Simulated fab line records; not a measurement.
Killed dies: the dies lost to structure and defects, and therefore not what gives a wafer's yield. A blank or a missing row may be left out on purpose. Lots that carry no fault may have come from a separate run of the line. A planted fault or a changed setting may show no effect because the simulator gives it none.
Problem report, 8D (eight disciplines) form, completed by code ; flow nand_harc ; the parts of the form that need people (team, actions taken, sign-off) are left out

== 1. PROBLEM STATEMENT ==
raw_defect_count at NHARC_P_M2_INSPECT_11 reads a mean of 614.0 on 6 wafers of 2 lots; wafers without a fault read 4.5 with a standard deviation of 2.8. So: +99 or more standard deviations from the usual mean.
Earliest sighting: wafer L968.1 on defect_inspect-02 at day 14 18:02. Wafers with a number at this step in the record: 36, from 12 lots. Rule for "out" (also "out of limits"): further than 4 standard deviations from the usual mean. The other wafers with a number count as sound.

== 2. WHAT IT IS, WHAT IT ISN'T ==
question;is;is not
which readings at this step;raw_defect_count;-
which lots;L968, L969;L949, L951, L952, L953, L954, L955, L956, L960, L961, L963
which wafers of those lots;all that have a number;-
read on which gauges;defect_inspect-02;defect_inspect-01
when;from day 14 18:02;up to then (30 sound wafers)

== 3. SUSPECTS, AND WHAT RULES EACH OUT ==
Counting: a tool at a process step up to the reading stays a suspect if it ran every lot that is out and no sound lot after the first of them.
- the gauge at NHARC_P_M2_INSPECT_11: ruled out. All the wafers that are out were read on defect_inspect-02, but those of them that NHARC_END_SORT_01 has rows for are out there too, on other tools.
- rtp_anneal-02 at NHARC_P_M1_ANNEAL_31 (time 90 s): kept. It ran every lot that is out, first L968 (day 14 15:43), and no sound lot after that; its last sound lot up to then is L963 (day 12 10:31).
- pecvd-03 at NHARC_P_M1_DEP_33 (deposits SiCN, target thk 30 nm): kept. It ran every lot that is out, first L968 (day 14 16:41), and no sound lot after that; its last sound lot up to then is L961 (day 11 17:31).
What counting leaves: rtp_anneal-02 at NHARC_P_M1_ANNEAL_31 and pecvd-03 at NHARC_P_M1_DEP_33.

== 4. THE CAUSE (what the simulator had put in) ==
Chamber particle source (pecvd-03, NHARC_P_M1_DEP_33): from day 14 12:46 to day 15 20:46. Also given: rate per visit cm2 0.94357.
Of the 2 suspects that counting leaves, this tool is one.

== 5. SEQUENCE OF EFFECTS, ordered by route ==
Each row: a reading where the mean over the struck wafers with a number is more than 3 standard deviations away from the usual. Scope: only readings with a usual standard deviation given in the record; hours: median across lots of the time from each lot's start at the first step in this table that gives one to its start at this step; sigmas: change in usual standard deviations.
hours;step;reading;usual;on struck wafers;change;sigmas
0;NHARC_P_M2_INSPECT_11;raw_defect_count;4.5;614.0;+609.5;+99 or more
428;NHARC_END_SORT_01;defect_limited_yield;90 %;79;-11;-3.3
428;NHARC_END_SORT_01;killed_at_periphery;3.8;86.8;+83.0;+36
428;NHARC_END_SORT_01;killed_dies;66;141;+75;+3.4

== 6. WHAT WOULD HAVE CAUGHT IT SOONER ==
5 hours passed between the start of the fault at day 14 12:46 and the first reading out of limits at a measuring or inspecting step in this record, taken at day 14 18:02.
An alarm limit of 4 standard deviations would not have fired on the tool readings at NHARC_P_M1_DEP_33 for which the record gives a usual standard deviation, since none of them was out on any struck wafer.
Of the lots that are out (2), L969 began NHARC_P_M1_DEP_33 on pecvd-03 after day 14 18:02. It would have been spared by a hold on the tool at that moment.
